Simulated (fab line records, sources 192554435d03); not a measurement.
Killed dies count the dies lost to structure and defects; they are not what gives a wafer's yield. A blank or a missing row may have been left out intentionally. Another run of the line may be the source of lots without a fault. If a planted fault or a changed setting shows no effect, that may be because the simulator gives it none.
Chamber matching | flow n5 finfet | 4 sister chambers for N5_DUMMY_GATE_STRIP_48 on rie diel-01
The step strips in N2/H2, time 20 s. 14 wafers are shown with their chamber, then 7 later ones without.

WAFERS WITH THEIR CHAMBER
wafer  | chamber | showerhead plenum p Torr (Torr) | drypump motor current A (A) | oes product au (a.u.)
L074.1 | 1       | 3.37                            | 5.8                         | 0.74
L074.2 | 0       | 3.53                            | 5.3                         | 0.76
L074.3 | 3       | 3.32                            | 6.3                         | 0.99
L076.3 | 1       | 3.37                            | 5.8                         | 0.74
L076.4 | 2       | 3.22                            | 6.1                         | 0.73
L076.6 | 1       | 3.37                            | 5.9                         | 0.74
L085.2 | 2       | 3.21                            | 6.1                         | 0.71
L085.4 | 1       | 3.36                            | 5.9                         | 0.73
L085.6 | 0       | 3.52                            | 5.2                         | 0.73
L086.1 | 1       | 3.36                            | 5.8                         | 0.72
L086.2 | 0       | 3.52                            | 5.2                         | 0.73
L086.4 | 2       | 3.21                            | 6.1                         | 0.72
L093.1 | 0       | 3.51                            | 5.2                         | 0.72
L093.2 | 1       | 3.35                            | 5.9                         | 0.72

SIGNATURES (averages over the wafers above)
reading                  | chamber 0 | chamber 1 | chamber 2 | chamber 3 | scatter within a chamber
showerhead plenum p Torr | 3.5200    | 3.3633    | 3.2133    | 3.3200    | 0.00775
drypump motor current A  | 5.225     | 5.850     | 6.100     | 6.300     | 0.0474
oes product au           | 0.7350    | 0.7317    | 0.7200    | 0.9900    | 0.0126
Rule: a wafer lies at a distance from a chamber equal to the root of the sum of squares, over the readings, of (its reading less the chamber's mean, divided by the reading's scatter). The wafer belongs to the nearest chamber; if the next one is less than 2 further off, it can't be placed. How the scatter is found: for the shown wafers, subtract from each reading the mean of its chamber, square and add these, divide the total by (wafers less chambers), then take the root.

WAFERS WITH NO CHAMBER GIVEN
wafer  | showerhead plenum p Torr (Torr) | drypump motor current A (A) | oes product au (a.u.)
L093.3 | 3.20                            | 6.1                         | 0.70
L095.2 | 3.35                            | 5.9                         | 0.71
L095.4 | 3.20                            | 6.1                         | 0.71
L095.5 | 3.20                            | 6.1                         | 0.71
L096.1 | 3.51                            | 5.2                         | 0.72
L096.2 | 3.29                            | 6.2                         | 0.90
L096.4 | 3.35                            | 5.9                         | 0.72

CHAMBER TAKEN BY EACH
wafer  | from the rows above | in truth
L093.3 | 2                   | 2
L095.2 | 1                   | 1
L095.4 | 2                   | 2
L095.5 | 2                   | 2
L096.1 | 0                   | 0
L096.2 | 3                   | 3
L096.4 | 1                   | 1
Correctly placed: 7 of 7. Not placeable from these rows: 0. 0 placed wrongly.
